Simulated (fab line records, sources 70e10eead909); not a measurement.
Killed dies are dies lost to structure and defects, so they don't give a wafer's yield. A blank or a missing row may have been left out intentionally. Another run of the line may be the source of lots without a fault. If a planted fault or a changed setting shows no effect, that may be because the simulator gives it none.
A lot that was struck, set against a sound lot | flow nand harc | 14 out of 1302 route steps
Sound: wafers L344.2, L344.3, L344.6. Struck: wafer L332.6 (L332.2, L332.3, from the same lot, were not struck and are left out); the cause is given at the end.
Each step with rows lists, per side, the tool, then ch with its chambers, then its first start. Under that, the readings that differ: sound wafers | struck wafers | difference of the means | sigmas: that difference in standard deviations of wafers without a fault.
alike: readings with means less than 2 such deviations apart, plus words and numbers identical on both sides. not compared: withheld readings, readings lacking a value on some wafer, bounds such as >300 that could conceal the same value, and numbers that have no deviation in the record and whose values overlap.
The two part at a step that has a row with sigmas, a row that says differs or no value, or rows on one side only. Numbers that have no deviation but don't overlap get no sigmas and don't part them. Lack of a reading on every wafer of one side parts them only where that side has two or more wafers.

NHARC_A_SOURCE_PLATE_THK_MEAS_09: measures by ellipsometry.
  struck on film metro-01, day 10 05:25; sound on film metro-01, day 15 06:38
  alike: thk nm
then, 3 steps without rows for these wafers: NHARC_A_SOURCE_PLATE_PVD_04 (deposits WSi2, target thk 50 nm); NHARC_A_SOURCE_PLATE_CVD_03 (deposits poly-Si, target thk 200 nm, time 4000 s); NHARC_A_SOURCE_PLATE_ANNEAL_05 (time 1800 s).
NHARC_A_SOURCE_PLATE_THK_MEAS_06: measures by ellipsometry.
  struck on film metro-02, day 10 18:30; sound on film metro-01, day 15 22:23
  alike: thk nm
NHARC_A_SOURCE_PLATE_INSPECT_08:
  struck on defect inspect-01, day 10 18:34; sound on defect inspect-02, day 15 22:27
  reading          | sound     | struck | difference | sigmas
  raw defect count | 93 51 143 | 28     | -68        | -3
then, no rows for these wafers at 1 step: NHARC_A_ONON_D1_DEP_00 (target thk 1000 nm).
NHARC_A_ONON_D1_THK_MEAS_02: measures by ellipsometry.
  struck on film metro-01, day 10 19:08; sound on film metro-01, day 15 23:02
  reading     | sound       | struck | difference | sigmas
  thk nm (nm) | 989 987 989 | 1010   | +22        | +2
then, no rows for these wafers at 1 step: NHARC_A_ONON_D1_DEP_03 (target thk 1000 nm).
NHARC_A_ONON_D1_THK_MEAS_05: measures by ellipsometry.
  struck on film metro-01, day 10 19:43; sound on film metro-01, day 15 23:36
  alike: thk nm
NHARC_A_ONON_D1_DEP_06: target thk 1000 nm.
  sound on pecvd onon-04 ch 0, day 15 23:43; struck on pecvd onon-01 ch 0, day 10 19:50
NHARC_A_ONON_D1_THK_MEAS_08: measures by ellipsometry.
  struck on film metro-02, day 10 20:17; sound on film metro-01, day 16 00:10
  reading     | sound       | struck | difference | sigmas
  thk nm (nm) | 992 993 991 | 1456   | +464       | +55
then, no rows for these wafers at 1 step: NHARC_A_ONON_D1_DEP_09 (target thk 1000 nm).
-- jump in the record: it breaks off in module A_ONON_D1 and resumes in module END (first step shown: number 1302 of the route), and 17 days separate the struck wafers' starts before and after --
NHARC_END_SORT_01:
  only the struck wafers appear in the record here, on prober-02 ch 0 at day 27 22:14; the sound ones have no rows

== WHERE THEY PART ==
At NHARC_A_SOURCE_PLATE_INSPECT_08 first; at NHARC_END_SORT_01 last (within this record only).

WHY: whatever the simulator had introduced
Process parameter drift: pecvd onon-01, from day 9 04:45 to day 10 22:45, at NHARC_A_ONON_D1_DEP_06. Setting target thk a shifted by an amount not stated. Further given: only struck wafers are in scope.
